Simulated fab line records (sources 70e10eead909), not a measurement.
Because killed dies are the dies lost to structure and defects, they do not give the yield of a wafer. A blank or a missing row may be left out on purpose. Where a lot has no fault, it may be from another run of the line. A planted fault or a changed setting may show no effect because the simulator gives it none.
Problem report in the 8D (eight disciplines) form, filled by code / flow nand_harc / the parts of the form that need people (team, actions taken, sign-off) are left out

1. WHAT WENT WRONG
Wafers without a fault read 29.1 s, standard deviation 2.5; time_to_endpoint_s at NHARC_P_M0_CMP_23 reads a mean of 13.4 s on 2 wafers belonging to 2 lots. That is -6.3 standard deviations from the usual mean.
The step: polishes, t overpolish 20 s, target thk 117.53 nm.
The first sign was on wafer L104.3 at day 8 16:46, on cmp-01. The record holds 33 wafers of 11 lots with a number at this step. By rule, "out" or "out of limits" means more than 4 standard deviations away from the usual mean. All remaining wafers that have a number are taken as sound.

2. WHAT IT IS, WHAT IT ISN'T
question=which readings at this step | is=time_to_endpoint_s | is not=motor_current_A
question=which lots | is=L104, L106 | is not=L100, L105, L109, L113, L117, L994, L995, L997, L998
question=which wafers of those lots | is=L104.3, L106.3 | is not=L104.4, L104.5, L106.1, L106.4
question=read on which tools | is=cmp-01, cmp-03 | is not=cmp-04
question=when | is=from day 8 16:46 | is not=up to then (20 sound wafers); but 11 sound wafers of L106, L109, L113, L117 came after

3. SUSPECTS, AND WHAT RULES EACH OUT
Counting: a tool at a process step up to the reading stays a suspect if it ran every lot that is out. Sound lots after the first of them don't rule it out here, since some wafers of a struck lot are sound.
- ecd_cu-01 at NHARC_P_M0_ECD_22 (material Cu, target thk 400 nm): kept. It processed each lot that is out (first: L104, day 8 16:02); up to then, its last sound lot is L105 (day 8 15:02).
- Within ecd_cu-01 at NHARC_P_M0_ECD_22: the wafers that are out ran in chamber 1; their sound lot-mates ran in chamber 0.
After counting, what remains is ecd_cu-01 at NHARC_P_M0_ECD_22.

4. THE CAUSE (what the simulator had put in)
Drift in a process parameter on ecd_cu-01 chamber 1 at NHARC_P_M0_ECD_22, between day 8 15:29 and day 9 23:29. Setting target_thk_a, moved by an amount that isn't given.
After counting, this tool was the only one left.

5. SEQUENCE OF EFFECTS, ordered by route
One row per reading whose mean, taken over the struck wafers that have a number, lies over 3 standard deviations from the usual. Readings are gone through only where the record gives a usual standard deviation; hours: the median, over the lots, of the time from a lot's start at the first step in this table giving one to that lot's start at this step; sigmas: the change measured in usual standard deviations.
hours=0; step=NHARC_P_M0_CMP_23; reading=time_to_endpoint_s; usual=29.1 s; on struck wafers=13.4; change=-15.7; sigmas=-6.3
Process steps it contains:
- NHARC_P_M0_CMP_23: polishes, t overpolish 20 s, target thk 117.53 nm.
At these later measuring or inspecting steps, every struck wafer for which the step has a row has a number for every such reading, and none has moved that far: NHARC_END_SORT_01.

6. WHAT WOULD HAVE CAUGHT IT SOONER
In this record the first reading out of limits was taken at day 8 16:46, 1 hour after the fault began at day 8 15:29.
Tool readings at NHARC_P_M0_ECD_22 with a usual standard deviation given in the record: none out on any struck wafer, hence no alarm at a limit of 4 standard deviations on them.
Of the lots that are out (2), L106 began NHARC_P_M0_ECD_22 on ecd_cu-01 after day 8 16:46. A tool hold placed at that time would have kept it from harm.
